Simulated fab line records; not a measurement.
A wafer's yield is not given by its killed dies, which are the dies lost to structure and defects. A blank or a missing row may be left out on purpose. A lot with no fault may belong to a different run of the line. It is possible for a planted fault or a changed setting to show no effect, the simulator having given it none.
fab line records    flow n5_finfet    part 1 of 2: steps 1 to 4 of 6
[record] lots = 24  wafers = 72  last_day = 19
route steps=1938 shown BEOL_M6@1210 BEOL_M7@1266
lots that met no fault: taken from a fault-free run of the same line
start_h: hours from the record's opening day to when the first of the lot's shown wafers began    wait_h: time in hours since the lot's previous step    " identical to the entry in the row above    L1.1+2: a row that stands for several wafers    - no value, or no start was given    * or withheld: withheld    < > ~ a bound
route shown NAME@n: a module of which the file shows steps, and the number in the route of the first    usual: the fault-free wafers' mean and standard deviation    same: alike in all rows    chamber/n: place in a boat    sites: each site's reading    _std_site: standard deviation of those values    _edge_site: outer sites' mean less inner sites'    radius_mm: how far each site lies from the wafer's centre    mask NAME#n: copy n    behind: the last tool/chamber to shape the wafer    hold: why the lot went on hold/how many hours it stayed there/how the hold came to an end    device: the n, p or np transistor that did not switch    end of line: the same wafers' tests at the end of the route    a step without rows: its recipe alone    killed: the dies lost at the first sort to structure and to defects; this is not the yield of the wafer    map: a wafer's dies, x killed, . not, _ none there
set.NAME: the setting the step ran with; set.NAME@STEP: the setting that earlier step ran with    model.NAME: the simulator's own value behind a step, which no gauge read
a sample of lots followed through the steps of the route, with each step as a table and each wafer as a row
services: when a tool's chamber went out of use (start_h, in hours from the record's first day, below 0 if earlier), for how many hours, and the reason
[[steps]]
[step N5_BEOL_M6_DESCUM_16]
[recipe] chemistry = O2  time_s = 7.9  source_power_w = 50  bias_power_w = 20  pressure_mtorr = 20  rf_frequency_hz = 2.712e+07  temp_c = 40  resist = CAR-ArF  o2_flow_sccm = 225
[usual] chamber_pressure_mTorr = 19.998/0.016  drypump_motor_current_A = 6.0/0.37  oes_product_au = 0.79/0.071  rf_vpp_V = 243.5/1.5  showerhead_plenum_p_Torr = 2.11/0.09  throttle_valve_pct = 20.41/0.19
[same] time_s = 7.9
lot.wafer  tool         chamber  start_h  wait_h  chamber_pressure_mTorr  drypump_motor_current_A  oes_product_au  rf_hours_counter_h  rf_vpp_V  showerhead_plenum_p_Torr  throttle_valve_pct
L074.1     rie_diel-02  0        179.55   0.2     20.019                  6.4                      0.73            182                 242.0     2.00                      20.58
L074.3     "            0        "        "       20.008                  6.4                      0.73            -                   241.7     2.00                      20.59
L074.5     "            2        "        "       20.001                  6.0                      0.79            -                   244.0     2.19                      20.31
L076.3     rie_diel-02  2        190.86   2.1     20.033                  6.0                      0.79            138                 243.6     2.19                      20.32
L076.4     "            2        "        "       19.979                  6.0                      0.78            -                   244.1     2.19                      20.32
L076.6     "            0        "        "       19.967                  6.4                      0.73            -                   241.1     1.99                      20.58
L075.2     rie_diel-03  0        191.13   1.9     20.001                  5.7                      0.69            242                 242.2     1.97                      20.63
L075.4     "            2        "        "       20.000                  5.1                      0.71            204                 244.2     2.07                      20.37
L075.5     "            3        "        "       19.991                  5.4                      0.83            -                   245.1     2.21                      20.14
L077.2     rie_diel-02  0        198.46   0.0     20.005                  6.4                      0.73            194                 241.0     1.99                      20.59
L077.4     "            1        "        "       19.995                  6.2                      0.90            -                   245.1     2.24                      20.19
L077.5     "            2        "        "       20.024                  6.0                      0.78            -                   243.1     2.19                      20.32
L078.1     rie_diel-02  1        201.38   0.1     20.004                  6.2                      0.89            19                  245.9     2.24                      20.21
L078.3     "            0        "        "       20.002                  6.4                      0.72            195                 241.3     1.99                      20.58
L078.5     "            1        "        "       19.988                  6.2                      0.89            -                   244.9     2.24                      20.21
L079.1     rie_diel-02  3        207.88   0.0     20.009                  6.4                      0.89            49                  242.7     2.12                      20.38
L079.2     "            2        "        "       20.008                  6.0                      0.77            147                 243.1     2.19                      20.34
L079.6     "            1        "        "       20.015                  6.2                      0.90            -                   245.6     2.23                      20.18
L080.2     rie_diel-02  2        211.63   0.0     19.981                  6.0                      0.77            148                 243.7     2.19                      20.34
L080.3     "            3        "        "       20.002                  6.4                      0.88            51                  242.6     2.12                      20.39
L080.4     "            0        "        "       19.995                  6.4                      0.72            200                 242.8     1.99                      20.61
L082.2     rie_diel-04  1        214.84   0.0     19.991                  6.3                      0.88            53                  243.2     2.12                      20.34
L082.3     "            2        "        "       20.006                  6.3                      0.71            214                 242.7     1.98                      20.89
L082.4     "            3        "        "       20.024                  5.3                      0.87            43                  242.8     2.04                      20.12
L081.2     rie_diel-03  2        219.07   0.0     20.011                  5.1                      0.69            215                 242.0     2.07                      20.39
L081.3     "            3        "        "       19.998                  5.4                      0.81            62                  244.4     2.21                      20.17
L081.5     "            2        "        "       19.990                  5.1                      0.70            -                   242.0     2.07                      20.39
L083.1     rie_diel-03  2        221.05   0.4     20.019                  5.1                      0.71            216                 243.0     2.06                      20.40
L083.2     "            1        "        "       19.999                  5.9                      0.82            73                  243.3     2.11                      20.61
L083.4     "            3        "        "       19.979                  5.4                      0.81            -                   244.4     2.21                      20.15
L084.1     rie_diel-04  2        227.21   0.4     20.014                  6.3                      0.70            219                 241.6     1.98                      20.91
L084.2     "            0        "        "       19.999                  6.3                      0.91            28                  242.7     2.06                      20.26
L084.4     "            1        "        "       19.967                  6.3                      0.86            58                  243.9     2.12                      20.33
L088.2     rie_diel-02  3        298.55   0.0     20.005                  6.4                      0.84            83                  244.2     2.11                      20.44
L088.3     "            0        "        "       19.964                  6.4                      0.69            231                 242.0     1.98                      20.64
L088.5     "            3        "        "       19.991                  6.3                      0.84            -                   243.4     2.11                      20.44
L095.2     rie_diel-02  0        302.34   0.0     20.013                  6.4                      0.70            232                 242.8     1.98                      20.65
L095.5     "            1        "        "       19.987                  6.2                      0.84            -                   246.2     2.22                      20.25
L095.6     "            2        "        "       20.020                  6.0                      0.75            -                   244.0     2.18                      20.39
L094.3     rie_diel-02  0        310.16   0.0     20.014                  6.4                      0.70            234                 241.6     1.98                      20.66
L094.4     "            1        "        "       19.993                  6.2                      0.83            58                  244.5     2.22                      20.25
L094.5     "            0        "        "       20.010                  6.4                      0.69            -                   241.9     1.98                      20.64
L085.2     rie_diel-02  3        310.60   0.0     20.002                  6.3                      0.83            86                  244.0     2.11                      20.43
L085.4     "            2        "        "       19.984                  6.0                      0.74            180                 243.4     2.18                      20.39
L085.6     "            3        "        "       19.993                  6.4                      0.83            -                   244.5     2.11                      20.45
L090.1     rie_diel-04  3        311.21   0.0     19.982                  5.3                      0.82            71                  241.4     2.03                      20.17
L090.3     "            2        "        "       19.981                  6.3                      0.68            243                 240.8     1.97                      20.94
L090.6     "            0        "        "       20.018                  6.3                      0.87            -                   243.3     2.06                      20.25
L089.3     rie_diel-02  3        319.25   0.0     20.020                  6.4                      0.83            89                  243.6     2.10                      20.44
L089.5     "            2        "        "       19.984                  6.0                      0.74            -                   244.1     2.18                      20.38
L089.6     "            1        "        "       20.027                  6.2                      0.83            -                   244.7     2.22                      20.27
L092.2     rie_diel-02  2        320.31   0.0     20.016                  6.0                      0.75            183                 245.1     2.18                      20.40
L092.4     "            3        "        "       19.994                  6.4                      0.84            90                  245.0     2.10                      20.45
L092.6     "            2        "        "       19.968                  6.0                      0.74            -                   243.5     2.18                      20.39
L091.1     rie_diel-03  1        329.57   0.0     20.021                  5.9                      0.79            111                 241.7     2.10                      20.70
L091.2     "            0        "        "       19.976                  5.7                      0.93            23                  246.6     2.23                      20.32
L091.3     "            3        "        "       19.975                  5.4                      0.79            99                  245.0     2.20                      20.22
L087.1     rie_diel-02  3        335.34   0.0     19.999                  6.4                      0.83            93                  243.4     2.10                      20.46
L087.2     "            0        "        "       20.018                  6.4                      0.69            240                 242.4     1.98                      20.66
L087.3     "            2        "        "       20.007                  6.0                      0.74            186                 244.9     2.18                      20.39
L093.2     rie_diel-03  3        338.61   0.0     19.997                  5.4                      0.78            102                 244.4     2.20                      20.23
L093.3     "            1        "        "       20.006                  5.9                      0.78            113                 243.1     2.10                      20.68
L093.6     "            1        "        "       20.016                  5.9                      0.78            -                   243.2     2.10                      20.67
L096.1     rie_diel-02  3        343.14   0.2     19.966                  6.3                      0.83            95                  243.4     2.10                      20.44
L096.4     "            1        "        "       20.005                  6.2                      0.82            66                  245.0     2.22                      20.27
L096.5     "            2        "        "       20.002                  6.0                      0.74            -                   245.1     2.17                      20.40
L086.3     rie_diel-02  0        348.64   0.0     20.031                  6.4                      0.68            245                 242.2     1.98                      20.68
L086.4     "            3        "        "       19.996                  6.4                      0.83            98                  245.3     2.10                      20.46
L086.5     "            0        "        "       19.996                  6.4                      0.69            -                   243.0     1.97                      20.66
L097.1     rie_diel-04  0        354.53   0.0     19.986                  6.3                      0.86            63                  243.1     2.05                      20.28
L097.3     "            3        "        "       20.035                  5.3                      0.81            85                  241.5     2.03                      20.18
L097.6     "            1        "        "       19.997                  6.3                      0.83            -                   244.1     2.10                      20.41
[step N5_BEOL_M6_CD_MEAS_18]
[recipe] pitch_nm = 80  target_cd_nm = 40
[usual] cd_nm = 40.2/0.56
lot.wafer  tool       chamber  start_h  wait_h  cd_nm
L074.1     cd_sem-03  -        180.16   0.1     39.8
L074.3     "          -        "        "       40.0
L074.5     "          -        "        "       40.0
L076.3     cd_sem-01  -        191.46   0.1     40.5
L076.4     "          -        "        "       40.5
L076.6     "          -        "        "       40.6
L075.2     cd_sem-03  -        192.12   0.1     38.1
L075.4     "          -        "        "       39.9
L075.5     "          -        "        "       38.5
L077.2     cd_sem-02  -        198.92   0.1     39.7
L077.4     "          -        "        "       40.4
L077.5     "          -        "        "       39.9
L078.1     cd_sem-03  -        201.84   0.0     40.1
L078.3     "          -        "        "       40.0
L078.5     "          -        "        "       39.9
L079.1     cd_sem-01  -        208.34   0.0     39.9
L079.2     "          -        "        "       40.8
L079.6     "          -        "        "       40.1
L080.2     cd_sem-01  -        212.09   0.1     41.0
L080.3     "          -        "        "       40.5
L080.4     "          -        "        "       40.3
L082.2     cd_sem-02  -        215.30   0.1     39.6
L082.3     "          -        "        "       40.5
L082.4     "          -        "        "       39.8
L081.2     cd_sem-02  -        219.53   0.1     40.2
L081.3     "          -        "        "       40.3
L081.5     "          -        "        "       39.9
L083.1     cd_sem-02  -        221.54   0.0     41.2
L083.2     "          -        "        "       40.6
L083.4     "          -        "        "       41.0
L084.1     cd_sem-03  -        227.86   0.0     40.5
L084.2     "          -        "        "       40.2
L084.4     "          -        "        "       40.6
L088.2     cd_sem-01  -        299.01   0.1     39.0
L088.3     "          -        "        "       40.0
L088.5     "          -        "        "       40.4
L095.2     cd_sem-01  -        302.80   0.1     41.2
L095.5     "          -        "        "       40.1
L095.6     "          -        "        "       41.3
L094.3     cd_sem-03  -        310.62   0.1     38.8
L094.4     "          -        "        "       39.6
L094.5     "          -        "        "       39.1
L085.2     cd_sem-01  -        311.06   0.1     40.2
L085.4     "          -        "        "       41.3
L085.6     "          -        "        "       40.0
L090.1     cd_sem-03  -        311.67   0.0     40.3
L090.3     "          -        "        "       39.5
L090.6     "          -        "        "       40.4
L089.3     cd_sem-02  -        319.71   0.1     39.3
L089.5     "          -        "        "       41.2
L089.6     "          -        "        "       39.8
L092.2     cd_sem-01  -        320.77   0.1     40.2
L092.4     "          -        "        "       40.2
L092.6     "          -        "        "       40.4
L091.1     cd_sem-01  -        330.03   0.0     39.4
L091.2     "          -        "        "       40.1
L091.3     "          -        "        "       40.1
L087.1     cd_sem-02  -        335.80   0.0     40.1
L087.2     "          -        "        "       39.7
L087.3     "          -        "        "       39.8
L093.2     cd_sem-03  -        339.07   0.1     39.3
L093.3     "          -        "        "       40.1
L093.6     "          -        "        "       40.5
L096.1     cd_sem-02  -        343.61   0.0     40.1
L096.4     "          -        "        "       40.5
L096.5     "          -        "        "       40.5
L086.3     cd_sem-01  -        349.10   0.1     40.2
L086.4     "          -        "        "       40.3
L086.5     "          -        "        "       40.1
L097.1     cd_sem-01  -        354.99   0.0     40.4
L097.3     "          -        "        "       40.2
L097.6     "          -        "        "       39.6
[step N5_BEOL_M6_STRIP_80]
[recipe] chemistry = N2/H2  time_s = 10  power_w = 450  temp_c = 40  pressure_mtorr = 20  rf_frequency_hz = 6e+07  bias_power_w = 7  n2_flow_sccm = 200  h2_flow_sccm = 200
[usual] chamber_pressure_mTorr = 20.001/0.019  drypump_motor_current_A = 6.0/0.4  oes_product_au = 0.81/0.08  rf_vpp_V = 59.3/0.85  showerhead_plenum_p_Torr = 2.55/0.11  throttle_valve_pct = 23.60/0.29
[same] time_s = 10
lot.wafer  tool         chamber  start_h  wait_h  chamber_pressure_mTorr  drypump_motor_current_A  oes_product_au  rf_hours_counter_h  rf_vpp_V  showerhead_plenum_p_Torr  throttle_valve_pct
L074.1     rie_diel-03  3        -        -       20.014                  5.4                      0.85            45                  60.6      2.70                      23.43
L074.3     "            0        "        "       19.967                  5.7                      0.71            237                 59.9      2.38                      23.72
L074.5     "            1        "        "       20.006                  5.9                      0.85            -                   59.9      2.56                      23.50
L076.3     rie_diel-02  0        -        -       20.008                  6.3                      0.73            191                 57.7      2.42                      23.96
L076.4     "            2        "        "       19.973                  6.0                      0.78            -                   59.6      2.65                      23.43
L076.6     "            0        "        "       19.975                  6.4                      0.73            -                   59.5      2.42                      23.96
L075.2     rie_diel-03  3        -        -       19.999                  5.4                      0.83            52                  60.0      2.69                      23.42
L075.4     "            0        "        "       20.014                  5.7                      0.69            243                 59.0      2.38                      23.73
L075.5     "            2        "        "       19.999                  5.1                      0.70            -                   57.9      2.53                      24.00
L077.2     rie_diel-04  1        -        -       20.016                  6.3                      0.89            48                  59.5      2.58                      23.45
L077.4     "            2        "        "       20.000                  6.3                      0.71            209                 58.7      2.40                      23.90
L077.5     "            0        "        "       19.980                  6.3                      0.94            -                   58.9      2.48                      23.18
L078.1     rie_diel-02  2        -        -       20.023                  6.0                      0.78            144                 59.5      2.64                      23.42
L078.3     "            1        "        "       19.986                  6.2                      0.90            19                  59.8      2.72                      23.55
L078.5     "            2        "        "       19.988                  6.0                      0.78            -                   58.6      2.65                      23.43
L079.1     rie_diel-04  2        -        -       19.997                  6.3                      0.71            212                 57.9      2.40                      23.91
L079.2     "            1        "        "       20.029                  6.3                      0.88            51                  59.3      2.58                      23.46
L079.6     "            0        "        "       20.030                  6.3                      0.92            -                   59.1      2.48                      23.18
L080.2     rie_diel-04  0        -        -       19.975                  6.3                      0.92            23                  59.1      2.47                      23.17
L080.3     "            2        "        "       19.997                  6.3                      0.71            214                 58.6      2.40                      23.91
L080.4     "            3        "        "       20.011                  5.3                      0.87            42                  59.7      2.47                      23.11
L082.2     rie_diel-02  2        -        -       19.995                  6.0                      0.78            149                 59.4      2.64                      23.45
L082.3     "            1        "        "       20.000                  6.2                      0.88            25                  59.8      2.71                      23.55
L082.4     "            0        "        "       19.968                  6.4                      0.72            201                 59.1      2.42                      23.97
L081.2     rie_diel-03  3        -        -       19.974                  5.4                      0.82            62                  61.3      2.69                      23.43
L081.3     "            2        "        "       20.012                  5.1                      0.70            216                 60.1      2.53                      24.00
L081.5     "            3        "        "       20.037                  5.4                      0.83            -                   59.0      2.69                      23.45
L083.1     rie_diel-04  2        -        -       19.968                  6.3                      0.70            217                 59.1      2.40                      23.93
L083.2     "            1        "        "       20.020                  6.3                      0.87            56                  58.9      2.58                      23.47
L083.4     "            3        "        "       20.009                  5.3                      0.87            45                  59.2      2.47                      23.11
L084.1     rie_diel-02  0        -        -       20.029                  6.4                      0.71            207                 58.7      2.42                      23.98
L084.2     "            3        "        "       19.964                  6.4                      0.87            58                  59.7      2.59                      23.99
L084.4     "            2        "        "       20.021                  6.0                      0.78            152                 59.5      2.64                      23.44
L088.2     rie_diel-03  2        -        -       19.982                  5.1                      0.67            246                 59.4      2.52                      24.05
L088.3     "            1        "        "       19.994                  5.8                      0.80            102                 59.0      2.54                      23.57
L088.5     "            3        "        "       20.003                  5.4                      0.80            -                   58.2      2.68                      23.47
L095.2     rie_diel-02  3        -        -       20.012                  6.3                      0.84            84                  58.3      2.58                      24.02
L095.5     "            0        "        "       19.995                  6.4                      0.69            -                   58.2      2.41                      24.02
L095.6     "            1        "        "       19.992                  6.2                      0.83            -                   60.1      2.70                      23.58
L094.3     rie_diel-04  0        -        -       19.986                  6.3                      0.88            50                  59.7      2.46                      23.21
L094.4     "            2        "        "       19.989                  6.3                      0.68            243                 57.6      2.39                      23.94
L094.5     "            3        "        "       19.966                  5.3                      0.83            -                   59.7      2.46                      23.15
L085.2     rie_diel-02  2        -        -       19.976                  6.0                      0.75            181                 59.6      2.63                      23.48
L085.4     "            1        "        "       20.019                  6.2                      0.83            59                  60.0      2.70                      23.60
L085.6     "            3        "        "       20.013                  6.3                      0.83            -                   60.6      2.58                      24.02
L090.1     rie_diel-04  1        -        -       20.025                  6.3                      0.85            82                  60.1      2.57                      23.50
L090.3     "            0        "        "       19.995                  6.3                      0.88            50                  59.3      2.46                      23.21
L090.6     "            1        "        "       20.006                  6.3                      0.84            -                   59.1      2.57                      23.51
L089.3     rie_diel-03  3        -        -       20.001                  5.4                      0.79            96                  59.8      2.68                      23.48
L089.5     "            1        "        "       19.986                  5.9                      0.79            -                   58.7      2.54                      23.58
L089.6     "            3        "        "       19.988                  5.5                      0.78            -                   60.4      2.67                      23.49
L092.2     rie_diel-02  1        -        -       19.999                  6.2                      0.83            62                  57.0      2.70                      23.58
L092.4     "            3        "        "       20.006                  6.3                      0.83            90                  59.0      2.58                      24.04
L092.6     "            2        "        "       20.027                  6.0                      0.75            -                   58.2      2.63                      23.48
L091.1     rie_diel-04  3        -        -       20.009                  5.3                      0.82            78                  58.9      2.46                      23.14
L091.2     "            1        "        "       19.990                  6.3                      0.83            89                  60.4      2.56                      23.51
L091.3     "            2        "        "       20.000                  6.3                      0.68            250                 59.2      2.39                      23.96
L087.1     rie_diel-03  0        -        -       20.021                  5.7                      0.94            25                  59.3      2.68                      23.50
L087.2     "            2        "        "       19.999                  5.1                      0.98            0                   59.6      2.51                      23.82
L087.3     "            3        "        "       20.005                  5.4                      0.78            102                 58.1      2.67                      23.49
L093.2     rie_diel-02  0        -        -       20.013                  6.4                      0.68            242                 58.2      2.40                      24.02
L093.3     "            2        "        "       20.032                  6.0                      0.74            188                 59.0      2.63                      23.49
L093.6     "            3        "        "       20.019                  6.3                      0.82            -                   58.3      2.58                      24.00
L096.1     rie_diel-02  1        -        -       19.979                  6.2                      0.81            67                  60.5      2.70                      23.59
L096.4     "            2        "        "       19.983                  6.0                      0.74            189                 61.2      2.63                      23.50
L096.5     "            0        "        "       19.985                  6.4                      0.69            -                   58.6      2.40                      24.03
L086.3     rie_diel-04  0        -        -       20.026                  6.3                      0.87            62                  58.9      2.46                      23.22
L086.4     "            1        "        "       20.026                  6.3                      0.83            -                   60.5      2.56                      23.52
L086.5     "            3        "        "       20.010                  5.3                      0.82            -                   59.0      2.45                      23.16
L097.1     rie_diel-04  1        -        -       19.985                  6.3                      0.83            97                  59.9      2.56                      23.53
L097.3     "            2        "        "       19.990                  6.3                      0.99            0                   59.0      2.71                      23.74
L097.6     "            0        "        "       19.985                  6.3                      0.86            -                   58.6      2.46                      23.25
[step N5_BEOL_M6_CD_MEAS_35]
[recipe] target_cd_nm = 40  target_cd_y_nm = 28  polarity = opening
[usual] cd_nm = 40.2/0.6
lot.wafer  tool       chamber  start_h  wait_h  cd_nm
L074.1     cd_sem-01  -        181.65   0.0     40.1
L074.3     "          -        "        "       40.1
L074.5     "          -        "        "       40.2
L076.3     cd_sem-01  -        193.47   0.0     40.4
L076.4     "          -        "        "       40.5
L076.6     "          -        "        "       40.9
L075.2     cd_sem-02  -        193.65   0.0     38.2
L075.4     "          -        "        "       40.4
L075.5     "          -        "        "       38.2
L077.2     cd_sem-02  -        200.77   0.0     39.6
L077.4     "          -        "        "       40.6
L077.5     "          -        "        "       39.6
L078.1     cd_sem-03  -        202.85   0.0     39.8
L078.3     "          -        "        "       39.6
L078.5     "          -        "        "       40.2
L079.1     cd_sem-01  -        209.72   0.0     39.9
L079.2     "          -        "        "       40.4
L079.6     "          -        "        "       40.2
L080.2     cd_sem-02  -        213.10   0.0     41.0
L080.3     "          -        "        "       41.0
L080.4     "          -        "        "       40.3
L082.2     cd_sem-03  -        216.33   0.0     40.9
L082.3     "          -        "        "       40.6
L082.4     "          -        "        "       39.9
L081.2     cd_sem-01  -        220.54   0.0     40.3
L081.3     "          -        "        "       39.9
L081.5     "          -        "        "       40.1
L083.1     cd_sem-01  -        222.56   0.0     40.9
L083.2     "          -        "        "       40.5
L083.4     "          -        "        "       40.7
L084.1     cd_sem-03  -        229.25   0.0     40.5
L084.2     "          -        "        "       40.4
L084.4     "          -        "        "       41.0
L088.2     cd_sem-01  -        301.83   0.0     39.4
L088.3     "          -        "        "       39.7
L088.5     "          -        "        "       40.0
L095.2     cd_sem-02  -        304.11   0.0     41.2
L095.5     "          -        "        "       40.6
L095.6     "          -        "        "       41.1
L094.3     cd_sem-03  -        312.21   0.0     38.4
L094.4     "          -        "        "       39.8
L094.5     "          -        "        "       39.5
L085.2     cd_sem-01  -        312.37   0.0     40.3
L085.4     "          -        "        "       41.2
L085.6     "          -        "        "       39.7
L090.1     cd_sem-03  -        312.68   0.0     40.4
L090.3     "          -        "        "       39.2
L090.6     "          -        "        "       40.2
L089.3     cd_sem-02  -        320.72   0.0     39.6
L089.5     "          -        "        "       41.5
L089.6     "          -        "        "       40.0
L092.2     cd_sem-01  -        321.86   0.0     40.4
L092.4     "          -        "        "       40.3
L092.6     "          -        "        "       40.2
L091.1     cd_sem-03  -        335.46   0.0     39.8
L091.2     "          -        "        "       40.0
L091.3     "          -        "        "       39.8
L087.1     cd_sem-01  -        338.13   0.0     40.3
L087.2     "          -        "        "       39.8
L087.3     "          -        "        "       40.1
L093.2     cd_sem-03  -        342.44   0.0     39.5
L093.3     "          -        "        "       40.4
L093.6     "          -        "        "       40.2
L096.1     cd_sem-03  -        345.34   0.0     39.6
L096.4     "          -        "        "       40.9
L096.5     "          -        "        "       40.8
L086.3     cd_sem-01  -        352.58   0.0     40.5
L086.4     "          -        "        "       40.7
L086.5     "          -        "        "       39.6
L097.1     cd_sem-02  -        356.99   0.0     40.0
L097.3     "          -        "        "       40.5
L097.6     "          -        "        "       39.8
